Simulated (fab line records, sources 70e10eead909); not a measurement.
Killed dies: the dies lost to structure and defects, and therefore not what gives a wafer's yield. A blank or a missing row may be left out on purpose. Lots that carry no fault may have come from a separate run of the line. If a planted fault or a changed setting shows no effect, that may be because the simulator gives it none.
Matching of chambers || flow nand harc || rie diel-06 running NHARC_A_STAIRCASE_TRIM_229: 4 sister chambers
The step chemistry O2, time 211.2 s. 4 wafers are shown with their chamber, then 11 later ones without.

## WAFERS WITH THEIR CHAMBER
{"wafer": "L082.6", "chamber": 2, "showerhead plenum p Torr (Torr)": 3.70}
{"wafer": "L083.6", "chamber": 3, "showerhead plenum p Torr (Torr)": 3.68}
{"wafer": "L087.5", "chamber": 0, "showerhead plenum p Torr (Torr)": 3.59}
{"wafer": "L086.1", "chamber": 1, "showerhead plenum p Torr (Torr)": 3.43}

## WAFERS WITHOUT THEIR CHAMBER
{"wafer": "L086.2", "showerhead plenum p Torr (Torr)": 3.59}
{"wafer": "L086.5", "showerhead plenum p Torr (Torr)": 3.59}
{"wafer": "L088.1", "showerhead plenum p Torr (Torr)": 3.59}
{"wafer": "L088.3", "showerhead plenum p Torr (Torr)": 3.69}
{"wafer": "L088.6", "showerhead plenum p Torr (Torr)": 3.69}
{"wafer": "L096.1", "showerhead plenum p Torr (Torr)": 3.66}
{"wafer": "L096.4", "showerhead plenum p Torr (Torr)": 3.68}
{"wafer": "L096.5", "showerhead plenum p Torr (Torr)": 3.69}
{"wafer": "L097.3", "showerhead plenum p Torr (Torr)": 3.42}
{"wafer": "L097.4", "showerhead plenum p Torr (Torr)": 3.66}
{"wafer": "L097.6", "showerhead plenum p Torr (Torr)": 3.58}

## WHICH CHAMBER EACH WENT THROUGH
{"wafer": "L086.2", "from the rows above": 0, "in truth": 0}
{"wafer": "L086.5", "from the rows above": 0, "in truth": 0}
{"wafer": "L088.1", "from the rows above": 0, "in truth": 0}
{"wafer": "L088.3", "from the rows above": "can't be placed: 3 or 2", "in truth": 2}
{"wafer": "L088.6", "from the rows above": "can't be placed: 3 or 2", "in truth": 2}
{"wafer": "L096.1", "from the rows above": "can't be placed: 3 or 2", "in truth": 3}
{"wafer": "L096.4", "from the rows above": "can't be placed: 3 or 2", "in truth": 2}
{"wafer": "L096.5", "from the rows above": "can't be placed: 3 or 2", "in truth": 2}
{"wafer": "L097.3", "from the rows above": 1, "in truth": 1}
{"wafer": "L097.4", "from the rows above": "can't be placed: 3 or 2", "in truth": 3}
{"wafer": "L097.6", "from the rows above": 0, "in truth": 0}
Placed correctly: 5 of 11. Can't be placed from these rows: 6 (the true chamber is among the candidates in 6). Wrongly placed: 0.
How it was worked out, from the rows above alone: a wafer's distance from a chamber is the root of the sum, over the readings, of the square of ((its reading less the chamber's mean) divided by the reading's scatter). The wafer belongs to the nearest chamber; if the next one is less than 2 further off, it can't be placed. A chamber's mean is the mean of its shown wafers. The scatter: with one shown wafer a chamber, the root of the mean of the squares of how far each hidden wafer lies from its nearest shown one.
